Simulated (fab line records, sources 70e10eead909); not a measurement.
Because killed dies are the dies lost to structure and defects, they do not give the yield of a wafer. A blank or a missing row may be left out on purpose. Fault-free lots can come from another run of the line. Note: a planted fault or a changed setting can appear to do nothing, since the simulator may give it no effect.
fab line records -- flow nand-harc
record lots=11, wafers=33, last-day=33
route steps=1302 shown A_SGD_CUT@908 A_SLIT@934
lots that met no fault: taken from a fault-free run of the same line
start-h: hours from the record's opening day to when the first of the lot's shown wafers began -- wait-h: hours since the lot's step before -- " same as the row above -- L1.1+2: a row that stands for several wafers -- - either no value or no given start -- * or withheld: withheld -- < > ~ a bound
route shown NAME@n: names a module that has steps shown in the file, with the first one's number in the route -- usual: average and standard deviation across the fault-free wafers -- same: alike in all rows -- chamber/n: place in a boat -- sites: the reading at each site -- _std_site: how widely they spread, as a standard deviation -- _edge_site: inner sites' mean taken away from outer sites' mean -- radius-mm: how far each site lies from the wafer's centre -- mask NAME#n: copy n -- behind: tool/chamber where the wafer was last shaped -- hold: why the lot went on hold/how many hours it stayed there/how the hold came to an end -- device: transistor that didn't switch, given as n, p or np -- end of line: the same wafers' tests at the end of the route -- for a step that has no rows: nothing shown but its recipe -- killed: count of dies lost to structure and defects at first sort (not the wafer's yield) -- map: per-die view of a wafer (x killed, . not killed, _ where there is no die)
set.NAME: the setting the step ran with; set.NAME@STEP: the setting that earlier step ran with -- model.NAME: the simulator's own value behind a step, which no gauge read
the route's steps for a sample of lots (tables are steps, rows are wafers)
services: when a tool's chamber went out of use (start-h, in hours from the record's first day, below 0 if earlier), for how many hours, and the reason
## steps
# step NHARC_A_SGD_CUT_ETCH_16
# recipe target-depth-a=3105, time-s=155.2, c4f8-flow-sccm=withheld, o2-flow-sccm=8, ar-flow-sccm=withheld, rf-w=600, bias-w=800, chemistry=C4F8/O2/Ar
# usual bias-w=799.9/2.4, oes-product-au=0.970/0.015, rf-vpp-V=722/3.6, run-length-s=176.3/0.46
lot.wafer,tool,chamber,start-h,wait-h,bias-w,oes-product-au,rf-hours-counter-h,rf-vpp-V,run-length-s
L569.3,rie-diel-01,2,-,-,800.6,0.987,2.2,727,176.8
L569.1,rie-diel-01,0,-,-,803.8,0.958,2.8,720,176.2
L569.6,rie-diel-01,1,-,-,801.5,0.981,-,717,177.3
L568.2,rie-diel-02,0,-,-,798.1,0.976,2.2,722,176.3
L568.3,rie-diel-02,2,-,-,799.6,0.947,1.8,723,175.7
L568.6,rie-diel-02,0,-,-,796.6,0.982,-,722,176.1
L571.1,rie-diel-08,1,-,-,800.2,0.979,8.4,717,176.0
L571.3,rie-diel-08,2,-,-,798.2,0.973,7.6,725,176.6
L571.5,rie-diel-08,1,-,-,799.9,0.980,-,716,175.8
L572.1,rie-diel-08,0,-,-,796.0,0.949,9.7,729,176.8
L572.2,rie-diel-08,1,-,-,797.3,0.960,9.5,716,175.9
L572.5,rie-diel-08,3,-,-,797.0,0.941,-,716,176.0
L575.2,rie-diel-08,2,-,-,795.5,0.984,9.1,726,176.6
L575.1,rie-diel-08,3,-,-,798.8,0.989,10.0,716,175.4
L575.6,rie-diel-08,1,-,-,800.1,0.989,-,717,176.2
L574.1,rie-diel-01,2,-,-,797.4,0.958,5.4,725,176.3
L574.3,rie-diel-01,3,-,-,800.4,0.964,5.2,724,176.1
L574.5,rie-diel-01,2,-,-,798.3,0.965,-,726,176.5
L584.1,rie-diel-02,3,-,-,802.7,0.977,1.2,717,176.0
L584.2,rie-diel-02,1,-,-,803.6,0.983,1.1,723,176.0
L584.6,rie-diel-02,2,-,-,795.4,0.985,-,722,176.3
L586.2,rie-diel-01,2,-,-,802.1,0.966,5.5,725,176.2
L586.6,rie-diel-01,1,-,-,798.5,0.968,-,718,177.7
L586.5,rie-diel-01,2,-,-,800.9,0.969,-,726,176.1
L589.2,rie-diel-01,1,-,-,797.4,0.938,5.2,718,177.0
L589.1,rie-diel-01,3,-,-,801.0,0.964,6.2,725,176.2
L589.3,rie-diel-01,0,-,-,799.1,0.961,3.9,720,176.4
L591.3,rie-diel-01,2,-,-,798.8,0.973,7.9,725,176.2
L591.1,rie-diel-01,3,-,-,798.7,0.973,8.2,726,176.5
L591.2,rie-diel-01,0,-,-,800.9,0.967,5.8,719,176.2
L590.2,rie-diel-02,3,-,-,799.8,0.984,4.8,715,176.4
L590.1,rie-diel-02,0,-,-,802.0,0.979,4.6,722,176.1
L590.6,rie-diel-02,3,-,-,799.9,0.984,-,717,176.1
# step NHARC_A_SGD_CUT_ETCHBACK_24
# recipe target-depth-a=500, over-etch-frac=0.3, time-s=92.857, ion-energy-ev=120, ch3f-flow-sccm=50, o2-flow-sccm=30, ar-flow-sccm=200, rf-w=500, bias-w=100, chemistry=CH3F/O2
# usual bias-w=100.0/0.32, ch3f-flow-sccm=50.02/0.16, drypump-motor-current-A=5.6/0.36, mfc-ar-sccm=200.0/0.67, oes-product-au=0.97/0.034, rf-vpp-V=243.8/1.7, showerhead-plenum-p-Torr=2.42/0.1, throttle-valve-pct=20.662/0.0084
lot.wafer,tool,chamber,start-h,wait-h,bias-w,ch3f-flow-sccm,drypump-motor-current-A,mfc-ar-sccm,oes-product-au,rf-hours-counter-h,rf-vpp-V,showerhead-plenum-p-Torr,throttle-valve-pct
L568.3,rie-diel-08,3,442.50,0.2,99.7,49.99,5.7,200.2,1.00,5.2,241.0,2.30,20.659
L568.2,rie-diel-08,1,442.50,0.2,99.9,50.22,6.2,200.2,1.00,6.2,241.6,2.30,20.659
L568.6,rie-diel-08,3,442.50,0.2,100.2,49.92,5.7,200.1,1.01,-,241.9,2.30,20.682
L569.1,rie-diel-01,2,442.52,0.2,99.9,49.81,5.5,199.4,0.93,2.4,245.3,2.52,20.654
L569.3,rie-diel-01,0,442.52,0.2,100.6,49.83,5.9,200.1,0.91,2.9,242.0,2.35,20.663
L569.6,rie-diel-01,1,442.52,0.2,100.5,50.08,5.2,199.4,0.93,-,243.7,2.33,20.661
L571.3,rie-diel-01,2,474.04,0.2,100.5,49.96,5.5,199.5,1.00,4.8,246.8,2.52,20.653
L571.1,rie-diel-01,0,474.04,0.2,99.4,50.19,5.9,200.5,1.00,4.9,243.6,2.35,20.668
L571.5,rie-diel-01,1,474.04,0.2,100.0,50.03,5.2,201.0,1.00,-,241.9,2.33,20.644
L572.2,rie-diel-01,1,484.35,0.2,100.3,49.93,5.1,199.6,0.99,5.1,242.9,2.33,20.660
L572.1,rie-diel-01,3,484.35,0.2,99.9,49.77,5.8,199.8,1.01,4.9,244.4,2.47,20.663
L572.5,rie-diel-01,1,484.35,0.2,99.9,49.92,5.2,198.7,1.02,-,241.5,2.33,20.668
L575.2,rie-diel-08,0,503.24,0.1,100.5,49.98,5.2,200.2,0.94,11.0,246.3,2.60,20.662
L575.1,rie-diel-08,2,503.24,0.1,99.8,50.12,5.4,200.9,0.92,9.1,244.7,2.50,20.670
L575.6,rie-diel-08,0,503.24,0.1,100.0,49.99,5.2,200.1,0.94,-,246.6,2.60,20.666
L574.3,rie-diel-01,1,503.25,0.1,100.1,49.92,5.2,198.9,0.95,5.7,243.6,2.32,20.658
L574.1,rie-diel-01,2,503.25,0.1,100.2,49.90,5.5,200.3,0.96,5.5,245.0,2.51,20.666
L574.5,rie-diel-01,0,503.25,0.1,99.6,50.02,5.9,199.5,0.95,-,242.9,2.35,20.659
L584.2,rie-diel-02,2,597.27,0.1,99.9,49.74,5.2,201.0,0.95,1.5,243.1,2.44,20.660
L584.1,rie-diel-02,0,597.27,0.1,100.1,50.13,6.1,200.0,0.92,1.4,244.0,2.42,20.655
L584.6,rie-diel-02,3,597.27,0.1,99.8,49.77,6.1,199.9,0.93,-,241.1,2.31,20.668
L586.2,rie-diel-08,1,640.69,0.2,100.1,50.07,6.2,200.3,1.00,8.6,242.4,2.29,20.654
L586.6,rie-diel-08,0,640.69,0.2,99.8,49.79,5.2,199.2,0.99,-,245.7,2.59,20.656
L586.5,rie-diel-08,1,640.69,0.2,99.8,50.00,6.2,200.8,0.99,-,242.9,2.29,20.668
L589.2,rie-diel-01,2,649.12,0.2,100.1,49.89,5.4,200.1,0.94,6.9,244.2,2.51,20.669
L589.1,rie-diel-01,3,649.12,0.2,99.4,50.13,5.8,201.0,0.94,6.8,244.4,2.47,20.665
L589.3,rie-diel-01,0,649.12,0.2,99.7,50.02,5.9,200.9,0.94,4.3,243.2,2.35,20.659
L591.3,rie-diel-08,0,677.16,0.1,100.1,50.40,5.2,199.2,0.92,10.9,247.8,2.59,20.658
L591.1,rie-diel-08,1,677.16,0.1,100.1,49.88,6.2,200.1,0.93,11.3,242.6,2.29,20.670
L591.2,rie-diel-08,3,677.16,0.1,100.0,50.08,5.7,200.1,0.94,9.9,243.4,2.29,20.667
L590.2,rie-diel-01,2,677.32,0.1,100.6,49.71,5.4,199.6,1.00,8.2,245.2,2.51,20.668
L590.1,rie-diel-01,0,677.32,0.1,99.5,49.97,5.9,199.9,1.00,6.1,241.9,2.35,20.647
L590.6,rie-diel-01,2,677.32,0.1,100.7,49.99,5.4,199.1,1.00,-,245.5,2.51,20.663
# step NHARC_A_SLIT_OVL_MEAS_10
# usual overlay-x-nm=-0.1/0.91, overlay-y-nm=0.3/0.81
lot.wafer,tool,chamber,start-h,wait-h,overlay-x-nm,overlay-y-nm
L568.2,overlay-02,-,448.39,-,-1.1,0.4
L568.3,overlay-02,-,448.39,-,-0.5,0.3
L568.6,overlay-02,-,448.39,-,-0.4,0.8
L569.1,overlay-01,-,448.56,-,1.0,2.1
L569.3,overlay-01,-,448.56,-,0.8,2.7
L569.6,overlay-01,-,448.56,-,0.8,1.5
L571.1,overlay-01,-,480.23,-,0.0,0.2
L571.3,overlay-01,-,480.23,-,0.3,0.1
L571.5,overlay-01,-,480.23,-,-0.3,0.0
L572.1,overlay-01,-,494.63,-,0.0,0.1
L572.2,overlay-01,-,494.63,-,-0.2,0.5
L572.5,overlay-01,-,494.63,-,-0.1,-0.1
L575.1,overlay-01,-,509.86,-,0.0,0.8
L575.2,overlay-01,-,509.86,-,-0.3,1.0
L575.6,overlay-01,-,509.86,-,-0.7,0.6
L574.1,overlay-02,-,510.31,-,-1.0,0.9
L574.3,overlay-02,-,510.31,-,-0.9,1.0
L574.5,overlay-02,-,510.31,-,-1.3,1.1
L584.1,overlay-02,-,603.94,-,-2.4,-0.6
L584.2,overlay-02,-,603.94,-,-2.3,-0.5
L584.6,overlay-02,-,603.94,-,-2.4,-0.6
L586.2,overlay-02,-,648.13,-,-0.8,0.6
L586.5,overlay-02,-,648.13,-,-0.2,0.3
L586.6,overlay-02,-,648.13,-,-0.7,0.1
L589.1,overlay-02,-,657.92,-,1.2,0.5
L589.2,overlay-02,-,657.92,-,0.8,0.0
L589.3,overlay-02,-,657.92,-,0.8,-0.3
L591.1,overlay-01,-,682.23,-,0.4,-0.5
L591.2,overlay-01,-,682.23,-,0.3,-0.8
L591.3,overlay-01,-,682.23,-,0.2,-0.5
L590.1,overlay-02,-,682.53,-,-0.3,-0.4
L590.2,overlay-02,-,682.53,-,0.1,-0.4
L590.6,overlay-02,-,682.53,-,-0.3,-0.2
# step NHARC_A_SLIT_ETCH_15
# recipe target-depth-a=62000, over-etch-frac=0.3, time-s=1612, ion-energy-ev=150, o2-flow-sccm=400, cos-flow-sccm=20, ar-flow-sccm=0, rf-w=500, bias-w=300, chemistry=O2/COS
# usual bias-w=299.9/0.85, drypump-motor-current-A=5.7/0.46, mfc-ar-sccm=0.006/0.007, oes-product-au=1.000/0.0095, rf-vpp-V=314.2/1.3, run-length-s=1633.4/0.42, showerhead-plenum-p-Torr=3.13/0.075, throttle-valve-pct=28.330/0.0096
lot.wafer,tool,chamber,start-h,wait-h,bias-w,drypump-motor-current-A,mfc-ar-sccm,oes-product-au,rf-hours-counter-h,rf-vpp-V,run-length-s,showerhead-plenum-p-Torr,throttle-valve-pct
L568.2,rie-diel-10,2,448.77,-,300.0,5.8,0.014,0.998,1.6,312.8,1633.7,3.08,28.338
L568.3,rie-diel-10,3,448.77,-,301.3,5.3,0,1.006,1.6,314.7,1633.1,3.15,28.303
L568.6,rie-diel-10,2,448.77,-,300.5,5.8,0.014,1.002,-,314.0,1633.7,3.08,28.332
L569.1,rie-diel-13,3,449.44,-,300.4,5.6,0.017,0.997,5.1,313.8,1632.9,3.14,28.332
L569.3,rie-diel-13,1,449.44,-,301.3,5.1,0,0.997,5.1,314.1,1632.9,3.08,28.331
L569.6,rie-diel-13,2,449.44,-,300.6,6.5,0.009,1.001,-,315.3,1634.0,3.18,28.331
L571.3,rie-diel-13,1,480.50,-,299.2,5.1,0,0.990,6.6,314.5,1632.9,3.08,28.311
L571.1,rie-diel-13,2,480.50,-,300.8,6.5,0.009,1.007,7.8,315.2,1633.5,3.18,28.329
L571.5,rie-diel-13,1,480.50,-,299.5,5.1,0,0.983,-,313.6,1632.7,3.08,28.338
L572.2,rie-diel-10,0,495.13,-,300.4,6.2,0,0.973,2.3,316.0,1633.4,3.23,28.324
L572.1,rie-diel-10,1,495.13,-,300.0,5.6,0.006,1.004,2.9,314.2,1633.4,3.11,28.337
L572.5,rie-diel-10,2,495.13,-,299.9,5.8,0.014,0.990,-,313.3,1633.3,3.08,28.337
L575.2,rie-diel-13,3,510.13,-,299.3,5.6,0.017,0.999,8.9,314.3,1633.3,3.14,28.336
L575.1,rie-diel-13,2,510.13,-,299.4,6.5,0.009,1.009,10.3,314.7,1633.7,3.18,28.338
L575.6,rie-diel-13,3,510.13,-,300.1,5.6,0.017,0.990,-,314.2,1633.3,3.14,28.343
L574.3,rie-diel-09,3,510.61,-,299.8,5.5,0,1.001,0.3,314.8,1634.1,3.15,28.342
L574.1,rie-diel-09,2,510.61,-,300.3,6.2,0.011,0.987,0.3,315.4,1633.3,3.19,28.321
L574.5,rie-diel-09,3,510.61,-,299.8,5.5,0,1.007,-,315.7,1633.6,3.15,28.317
L584.2,rie-diel-13,2,604.32,-,301.2,6.5,0.009,1.003,2.1,315.5,1633.8,3.18,28.332
L584.1,rie-diel-13,3,604.32,-,299.5,5.6,0.017,1.001,2.6,314.2,1791.3,3.14,28.330
L584.6,rie-diel-13,1,604.32,-,298.8,5.1,0,0.992,-,314.0,1633.0,3.08,28.338
L586.2,rie-diel-09,3,648.63,-,299.6,5.5,0,1.012,11.8,313.8,1633.8,3.14,28.319
L586.6,rie-diel-09,1,648.63,-,299.0,6.1,0,1.012,-,310.8,1632.9,2.95,28.327
L586.5,rie-diel-09,2,648.63,-,298.1,6.3,0.011,0.992,-,315.2,1633.2,3.18,28.320
L589.3,rie-diel-10,2,658.19,-,300.0,5.8,0.014,0.995,1.5,314.4,1633.4,3.08,28.319
L589.1,rie-diel-10,3,658.19,-,299.0,5.3,0,1.024,1.5,314.5,1632.9,3.15,28.321
L589.2,rie-diel-10,1,658.19,-,300.7,5.6,0.006,1.007,2.2,314.4,1633.3,3.11,28.328
L591.2,rie-diel-13,2,682.50,-,298.9,6.5,0.009,1.001,7.4,312.9,1633.6,3.17,28.327
L591.1,rie-diel-13,3,682.50,-,299.1,5.6,0.017,1.008,7.1,313.3,1633.1,3.14,28.322
L591.3,rie-diel-13,0,682.50,-,300.3,5.0,0,0.994,7.6,314.2,1633.7,3.13,28.337
L590.2,rie-diel-10,3,682.91,-,299.5,5.3,0,1.017,3.5,313.7,1633.1,3.15,28.311
L590.1,rie-diel-10,0,682.91,-,300.4,6.2,0,0.994,3.8,316.2,1634.1,3.22,28.328
L590.6,rie-diel-10,3,682.91,-,298.0,5.3,0,1.012,-,314.6,1632.9,3.15,28.320
## services
tool,chamber,start-h,hours,kind
rie-diel-09,1,417.17,2.6,repair
rie-diel-10,-,419.50,9.0,pm
rie-diel-10,0,429.77,3.5,repair
rie-diel-09,3,442.98,19.6,repair
rie-diel-02,1,461.11,4.4,repair
rie-diel-08,2,472.47,9.9,repair
rie-diel-02,-,481.79,0.2,repair
rie-diel-01,-,485.46,0.2,repair
rie-diel-09,-,491.68,1.0,repair
rie-diel-13,1,496.24,3.4,repair
rie-diel-13,-,519.32,9.0,pm
rie-diel-08,-,544.90,9.0,pm
rie-diel-01,-,557.80,9.0,pm
rie-diel-01,0,568.42,15.4,repair
rie-diel-02,-,570.70,9.0,pm
rie-diel-02,-,586.51,1.9,repair
rie-diel-10,-,596.50,9.0,pm
rie-diel-02,0,616.43,16.0,repair
rie-diel-02,1,626.41,2.0,repair
rie-diel-02,3,628.43,9.5,repair
rie-diel-02,2,669.11,2.5,repair
rie-diel-08,2,669.46,1.4,repair
rie-diel-02,2,677.64,2.0,repair
rie-diel-01,0,678.02,2.4,repair
## key
first-sign step=NHARC_A_SLIT_ETCH_15, reading=run-length-s, direction=up, sigmas=99+, usual=*, struck=*
effect none on later readings
met-at NHARC_A_SLIT_ETCH_15
struck-lots L584
struck-wafers L584.1
tester-left-out L584
not-acting-at NHARC_A_SGD_CUT_ETCH_16,NHARC_A_SGD_CUT_ETCHBACK_24,NHARC_A_SLIT_OVL_MEAS_10
onset-between 510.13 604.32
fault kind=process-parameter-drift, tool=rie-diel-13, chamber=3, onset-h=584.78, steps=NHARC_A_SLIT_ETCH_15, channel=time-s, offset=*, shape=step, end-h=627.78, acts-in=*, stated=*
# tester-left-out: of these lots the tester's yield and bins aren't shown, on N5 and GAA mostly nor the transistor test; their killed dies are dies lost to structure and defects alone, not to doping, threshold or leakage, so they don't give the yield
